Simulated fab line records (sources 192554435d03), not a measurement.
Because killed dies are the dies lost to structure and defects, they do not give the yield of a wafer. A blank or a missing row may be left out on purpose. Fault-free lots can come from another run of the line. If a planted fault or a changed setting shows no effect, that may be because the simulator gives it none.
A struck lot beside a sound one -- flow n5 finfet -- 35 steps out of a route of 1938
Sound: these wafers, L205.2, L205.4, L205.6. Wafers struck: L193.2, L193.3, L193.5. The cause is given at the end.
At each step with rows: each side's tool, then ch and its chambers, then its first start. Under that, the readings that differ: sound wafers -- struck wafers -- difference of the means -- sigmas: that difference in standard deviations of wafers without a fault.
alike: readings with means less than 2 such deviations apart, plus words and numbers identical on both sides. not compared: withheld readings, readings lacking a value on some wafer, bounds such as >300 that could conceal the same value, and numbers that have no deviation in the record and whose values overlap.
Wherever a step has rows on one side only, a row that says differs or no value, or a row with sigmas, the two part there. Numbers that have no deviation but don't overlap get no sigmas and don't part them. A reading that every wafer of one side lacks parts them only if that side has two wafers or more.

first, 11 steps without rows for these wafers: N5_MOL_CONTACT_COAG_WET_ETCH_116 (etches the open film in SC1-inhibited, target depth 4.6 nm, rinse time 30 s); N5_MOL_CONTACT_COAG_ALD_27 (deposits SiOC, target thk 17 nm, pulse time 1.5 s, time 2720 s); N5_MOL_CONTACT_COAG_CMP_28 (polishes, stops on SiNx, t overpolish 0.85 s, target thk 14.522 nm); N5_MOL_CONTACT_COAG_ALD_123 (deposits SiNx, target thk 5 nm, pulse time 1 s, purge time 2 s); N5_MOL_CONTACT_COAG_PECVD_31 (deposits SiO2 from TEOS/O2, target thk 46 nm, time 8.9 s); N5_MOL_CONTACT_COAG_COAT_75 (time 60 s, resist thk 60 nm); N5_MOL_CONTACT_COAG_COAT_76 (time 60 s, resist thk 10 nm); N5_MOL_CONTACT_COAG_COAT_77 (time 60 s, resist thk 10 nm); N5_MOL_CONTACT_COAG_COAT_78 (resist thk 40 nm); N5_MOL_CONTACT_COAG_EBR_80; N5_MOL_CONTACT_COAG_SOFTBAKE_79 (time 60 s).
N5_MOL_CONTACT_COAG_EXPOSE_81: exposes mask VG, defocus 0 nm.
  sound on euv scanner-02 ch 0, day 9 12:01; struck on euv scanner-02 ch 0, day 6 09:13
reading,sound,struck,difference,sigmas
exposure dose mJ cm2,59.4 59.3 59.4,62.1 62.1 62.2,+2.8,+6
  alike: mask, stage msd nm
then, 2 steps without rows for these wafers: N5_MOL_CONTACT_COAG_PEB_82 (peb time 60 s); N5_MOL_CONTACT_COAG_DEVELOP_83 (develop time 30 s).
N5_MOL_CONTACT_COAG_CD_MEAS_84: the cd target is 25.1 nm.
  sound on cd sem-02 ch 0, day 9 12:09; struck on cd sem-03 ch 0, day 6 09:22
reading,sound,struck,difference,sigmas
cd nm (nm),25.01 24.65 25.14,20.09 17.14 22.47,-5.03,-20
then, 16 steps without rows for these wafers: N5_MOL_CONTACT_COAG_DESCUM_88 (chemistry O2, time 7 s); N5_MOL_CONTACT_COAG_ETCH_89 (etches underlayer in N2/H2, target depth 13 nm, time 10.4 s); N5_MOL_CONTACT_COAG_ETCH_90 (etches SiARC in CF4, target depth 13 nm, time 21.7 s); N5_MOL_CONTACT_COAG_ALD_131 (deposits SiO2, target thk 5 nm, pulse time 1 s, co reactant pulse time 1 s); N5_MOL_CONTACT_COAG_ETCHBACK_132 (etches SiO2 in CHF3, target depth 10 nm, time 6.7 s); N5_MOL_CONTACT_COAG_ETCH_91 (etches SOC in N2/H2, target depth 60 nm, overetch 21 nm, time 101.2 s); N5_MOL_CONTACT_COAG_STRIP_92 (strips in N2/H2); N5_MOL_CONTACT_COAG_STRIP_93 (strips in N2/H2); N5_MOL_CONTACT_COAG_ETCHBACK_135 (etches SiO2 in CHF3, target depth 25 nm, time 16.7 s); N5_MOL_CONTACT_COAG_STRIP_118 (strips in CHF3); N5_MOL_CONTACT_COAG_VIA_ETCH_46 (etches SiO2 in C4F6/O2, target depth 46 nm, overetch 9.2 nm, time 40 s); N5_MOL_CONTACT_COAG_STRIP_96 (strips in N2/H2); N5_MOL_CONTACT_COAG_ETCH_47 (etches SiNx in CH3F/O2, stops on W, target depth 27 nm); N5_MOL_CONTACT_COAG_STRIP_119 (strips in N2/H2, time 30 s); N5_MOL_CONTACT_COAG_PRECLEAN_144 (cleans in alkaline clean, time 60 s); N5_MOL_CONTACT_COAG_SRD_145 (time 30 s).
N5_MOL_CONTACT_COAG_CD_MEAS_137: the cd target is 16 nm.
  sound on cd sem-02, day 9 13:06; struck on cd sem-02, day 6 10:35
reading,sound,struck,difference,sigmas
cd nm (nm),16.3 15.9 15.1,10.6 7.7 13.9,-5.0,-14
then, 1 step without rows for these wafers: N5_MOL_CONTACT_COAG_COAT_62 (time 60 s, resist thk 60 nm).
N5_BEOL_M4_RC_MEAS_101:
  the record has rows for the sound wafers here (prober-02 ch 0, day 12 01:48) and none for the struck ones
-- here the record skips 7 days between the struck wafers' starts before and after, leaving off in module BEOL_M4 and picking up in module PASSIVATION (first step shown: number 1936 of the route) --
N5_PASSIVATION_PROBE_49:
  sound on prober-01, day 16 07:59; struck on prober-02, day 13 06:41
reading,sound,struck,difference,sigmas
killed at contacts,9 11 5,1095 1095 1121,+1095,+99 or more
killed dies,102 97 125,1180 1180 1180,+1072,+63
killed on rim,15 10 17,152 152 152,+138,+34
  alike: killed_at_M0_to_M3, killed_at_M4_up, killed at front end, killed at other, killed open, killed short

WHERE THEY PART
At N5_MOL_CONTACT_COAG_EXPOSE_81 first; at N5_PASSIVATION_PROBE_49 last (within this record only).

WHY: what had been put in by the simulator
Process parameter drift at N5_MOL_CONTACT_COAG_EXPOSE_81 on euv scanner-02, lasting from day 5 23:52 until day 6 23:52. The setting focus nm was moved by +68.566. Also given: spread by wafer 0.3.
